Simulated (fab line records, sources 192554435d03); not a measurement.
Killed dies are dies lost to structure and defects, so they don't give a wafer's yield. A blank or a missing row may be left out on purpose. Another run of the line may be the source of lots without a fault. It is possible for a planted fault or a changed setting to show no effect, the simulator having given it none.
Matching of chambers | flow n5Finfet | aldMetal-01 running N5_BEOL_M4_ALD_84: 4 sister chambers
The step deposits TaN, pulse time 2 s, purge time 3 s, co reactant purge time 2 s. 16 wafers are shown with their chamber, then 8 later ones without.

## WAFERS, EACH WITH ITS CHAMBER
wafer  | chamber | heaterPowerW (W) | mfcCarrierSccm (sccm)
L077.2 | 1       | 419              | 1491
L077.4 | 2       | 418              | 1507
L077.5 | 0       | 353              | 1506
L079.1 | 1       | 426              | 1504
L079.2 | 2       | 416              | 1501
L079.6 | 2       | 423              | 1493
L084.2 | 3       | 417              | 1505
L084.3 | 0       | 356              | 1507
L084.6 | 3       | 423              | 1502
L085.1 | 1       | 421              | 1503
L085.4 | 0       | 357              | 1505
L085.5 | 2       | 414              | 1498
L091.1 | 3       | 423              | 1498
L091.3 | 1       | 429              | 1489
L091.6 | 1       | 424              | 1495
L092.3 | 3       | 426              | 1496

SIGNATURES (means of the wafers above)
reading        | chamber 0 | chamber 1 | chamber 2 | chamber 3 | scatter within a chamber
heaterPowerW   | 355.33    | 423.80    | 417.75    | 422.25    | 3.64
mfcCarrierSccm | 1506.00   | 1496.40   | 1499.75   | 1500.25   | 5.33
Rule: a wafer lies at a distance from a chamber equal to the root of the sum of squares, over the readings, of (its reading less the chamber's mean, divided by the reading's scatter). The wafer belongs to the nearest chamber; if the next one is less than 2 further off, it can't be placed. The scatter: the root of (the sum of the squares of (reading less its chamber's mean) over the shown wafers, divided by (wafers less chambers)).

## WAFERS WITHOUT THEIR CHAMBER
wafer  | heaterPowerW (W) | mfcCarrierSccm (sccm)
L092.5 | 422              | 1507
L092.6 | 418              | 1495
L093.2 | 413              | 1506
L093.4 | 407              | 1501
L093.6 | 434              | 1499
L096.1 | 423              | 1495
L096.2 | 422              | 1498
L096.6 | 432              | 1496

## EACH ONE'S CHAMBER
wafer  | from the rows above          | in truth
L092.5 | can't be placed: 3 or 2 or 1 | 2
L092.6 | can't be placed: 2 or 3 or 1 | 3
L093.2 | can't be placed: 2 or 3 or 1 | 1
L093.4 | can't be placed: 2 or 3 or 1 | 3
L093.6 | can't be placed: 1 or 3 or 2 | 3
L096.1 | can't be placed: 1 or 3 or 2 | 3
L096.2 | can't be placed: 3 or 1 or 2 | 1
L096.6 | can't be placed: 1 or 3 or 2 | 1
0 of 8 placed correctly. Cannot be placed on the basis of these rows: 8; the candidates contain the true chamber in 8. Wrongly placed: 0.
